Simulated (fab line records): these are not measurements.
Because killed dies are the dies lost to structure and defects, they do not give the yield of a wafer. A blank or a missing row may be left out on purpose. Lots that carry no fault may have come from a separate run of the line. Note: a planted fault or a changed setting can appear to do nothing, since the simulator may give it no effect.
A struck lot beside a sound one :: flow n5-finfet :: 39 out of 1938 route steps
Sound: these wafers, L436.3, L436.4, L436.5. Struck: wafers L422.1, L422.2, L422.6. The cause is named last.
Order at every step that has rows: each side's tool, ch and its chambers, its first start. Under that, the readings that differ: sound wafers :: struck wafers :: difference of the means :: sigmas: that difference in standard deviations of wafers without a fault.
alike: a reading whose means differ by less than 2 such deviations, as well as words and numbers matching on both sides. not compared: withheld readings; readings where some wafer has no value; bounds like >300 that might hide an equal value; numbers whose values overlap and for which the record gives no deviation.
A row with sigmas, a row that says differs or no value, or rows on one side alone: a step with any of these is where the two part. Non-overlapping numbers with no deviation appear without sigmas and do not part them. A reading missing from all wafers of one side parts the sides only when that side holds two or more wafers.

first, 12 steps without rows for these wafers: N5_SD_EPI_N_ETCH_35 (etches SOC in N2/H2, overetch 108 nm, time 486 s); N5_SD_EPI_N_STRIP_36 (strips in N2/H2); N5_SD_EPI_N_ETCHBACK_44 (etches SiNx in CH3F/O2, stops on SiO2, target depth 14.5 nm); N5_SD_EPI_N_ETCH_45 (etches SiOCN in CH3F/O2, target depth 6 nm); N5_SD_EPI_N_ETCH_16 (etches SiO2 in CHF3/O2, target depth 5 nm); N5_SD_EPI_N_STRIP_47 (strips in CHF3/O2); N5_SD_EPI_N_SD_RECESS_17 (chemistry HBr/Cl2/O2, target depth 41 nm, time 23.7 s, bt time 3 s); N5_SD_EPI_N_STRIP_38 (strips in N2/H2); N5_SD_EPI_N_WET_ETCH_43 (etches SiO2 in dHF, time 14 s, target depth 1.5 nm); N5_SD_EPI_N_STRIP_18 (strips in SPM, time 750 s); N5_SD_EPI_N_SRD_20 (time 30 s); N5_SD_EPI_N_PRECLEAN_48 (cleans in NF3:NH3, afs cycles 2, time 20 s, sublimation time 60 s).
N5_SD_EPI_N_VAPOR_ETCH_50: etches Si in HCl, time 54 s.
  struck on epi-rpcvd-03, day 5 07:19; sound on epi-rpcvd-04 ch 0, day 8 20:30
  no value came back on the struck wafers for chamber-pressure-Torr (Torr), lamp-inner-pct (%), throttle-valve-pct (%); on the sound wafers chamber-pressure-Torr (Torr) reads 20.10 20.01 20.05
then, 24 steps without rows for these wafers: N5_SD_EPI_N_EPI_21 (deposits Si:P, time 690 s); N5_SD_EPI_N_PRECLEAN_24 (cleans in O3/DIW, time 60 s); N5_SD_EPI_N_SRD_25 (time 30 s); N5_SD_EPI_N_PRECLEAN_49 (cleans in NF3:NH3, afs cycles 1, time 20 s, sublimation time 60 s); N5_SD_EPI_N_LINER_46 (material SiNx, target thk 3 nm); N5_SD_EPI_P_COAT_34 (time 60 s, resist thk 350 nm); N5_SD_EPI_P_COAT_35 (time 60 s, resist thk 35 nm); N5_SD_EPI_P_COAT_03 (resist thk 150 nm); N5_SD_EPI_P_EBR_05; N5_SD_EPI_P_SOFTBAKE_04 (time 60 s); N5_SD_EPI_P_EXPOSE_06 (exposes mask SD P BLK, target cd 240 nm); N5_SD_EPI_P_PEB_07 (peb time 60 s); N5_SD_EPI_P_DEVELOP_08 (develop time 30 s); N5_SD_EPI_P_DESCUM_14 (chemistry O2, time 7.9 s); N5_SD_EPI_P_ETCH_36 (etches SiARC in CF4, target depth 45.5 nm, time 75.8 s); N5_SD_EPI_P_ETCH_37 (etches SOC in N2/H2, overetch 108 nm, time 486 s); N5_SD_EPI_P_STRIP_38 (strips in N2/H2); N5_SD_EPI_P_ETCHBACK_46 (etches SiNx in CH3F/O2, stops on SiO2, target depth 17.5 nm); N5_SD_EPI_P_ETCH_47 (etches SiOCN in CH3F/O2, target depth 25 nm); N5_SD_EPI_P_ETCH_16 (etches SiO2 in CHF3/O2, target depth 5 nm); N5_SD_EPI_P_STRIP_50 (strips in CHF3/O2); N5_SD_EPI_P_SD_RECESS_17 (chemistry HBr/Cl2/O2, target depth 39.1 nm, bt time 3 s); N5_SD_EPI_P_WET_ETCH_45 (etches SiO2 in dHF, time 10.7 s, target depth 2 nm, rinse time 30 s); N5_SD_EPI_P_STRIP_40 (strips in N2/H2).
-- a jump in the record: the struck wafers' starts before and after are 5 days apart (it breaks off in module SD_EPI_P and resumes in module BEOL_M4, where the first step shown is number 1111 of the route) --
N5_BEOL_M4_RC_MEAS_101:
  sound on prober-02 ch 0, day 13 15:06; struck on prober-01 ch 0, day 10 17:42
reading: CJ_N
sound: 4.25 4.27 4.27
struck: 3.95 3.97 4.15
difference: -0.24
sigmas: -3

reading: DIBL_N (mV/V)
sound: 37.8 37.9 38.6
struck: 24.2 24.5 24.3
difference: -13.8
sigmas: -11

reading: IOFF_N (nA/um)
sound: 0.176 0.180 0.198
struck: 0.041 0.041 0.042
difference: -0.143
sigmas: -7

reading: IOFF_N_85C (nA/um)
sound: 3.4 3.4 3.7
struck: 1.0 1.0 1.0
difference: -2.5
sigmas: -7

reading: IOFF_N_LIN (nA/um)
sound: 0.080 0.079 0.086
struck: 0.025 0.025 0.025
difference: -0.057
sigmas: -8

reading: IOFF_N_LONG (nA/um)
sound: 5.37e-05 5.48e-05 5.49e-05
struck: 4.97e-05 4.98e-05 5.02e-05
difference: -4.57e-06
sigmas: -2

reading: ION_N (uA/um)
sound: 681 679 687
struck: 519 524 524
difference: -160
sigmas: -19

reading: REXT_N (ohm.um)
sound: 75.7 76.4 76.8
struck: 150.7 148.3 146.6
difference: +72.2
sigmas: +48

reading: SS_N (mV/dec)
sound: 71.1 72.1 72.2
struck: 68.9 69.2 68.8
difference: -2.8
sigmas: -6

reading: VT_N (mV)
sound: 248.3 246.9 246.9
struck: 270.6 271.8 273.5
difference: +24.6
sigmas: +10

reading: VT_N_LVT (mV)
sound: 95.8 97.2 94.0
struck: 119.6 121.3 118.9
difference: +24.3
sigmas: +9
  alike: DIBL_P, IOFF_P, ION_P, SS_P, VT_P
-- record jumps: 4 days separate the struck wafers' starts on either side; left off in module BEOL_M4, taken up again in module PASSIVATION, whose first shown step is the route's number 1936 --
N5_PASSIVATION_PROBE_49:
  sound on prober-02, day 18 02:53; struck on prober-01, day 14 21:34
reading: defect-limited-yield (%)
sound: 90.1 87.9 90.4
struck: 92.6 92.7 93.6
difference: +3.5
sigmas: +2

reading: killed-dies
sound: 117 143 113
struck: 87 86 76
difference: -41
sigmas: -2

reading: killed-open
sound: 83 91 67
struck: 51 56 45
difference: -30
sigmas: -2

reading: sort_bin_5_function (%)
sound: 5.7 6.9 5.8
struck: 4.6 3.6 4.3
difference: -2.0
sigmas: -2

reading: sort_bin_6_memory (%)
sound: 4.0 4.7 3.4
struck: 2.4 3.4 1.9
difference: -1.5
sigmas: -2

reading: sort_bin_8_speed (%)
sound: 0 0 0
struck: 92.63 92.71 93.56
difference: +92.97
sigmas: 

reading: sort-n-pass
sound: 1063 1037 1067
struck: 0 0 0
difference: -1056
sigmas: -59

reading: sort-yield-pct (%)
sound: 90.1 87.9 90.4
struck: 0 0 0
difference: -89
sigmas: -60
  alike: killed_at_M0_to_M3, killed_at_M4_up, killed-at-contacts, killed-at-front-end, killed-at-other, killed-short

WHERE THEY PART
Last at N5_PASSIVATION_PROBE_49 as far as this record goes, first at N5_SD_EPI_N_VAPOR_ETCH_50.

WHY: what had been put in by the simulator
At N5_SD_EPI_N_VAPOR_ETCH_50, the step was skipped entirely on epi-rpcvd-03 from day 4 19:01 on. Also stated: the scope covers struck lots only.
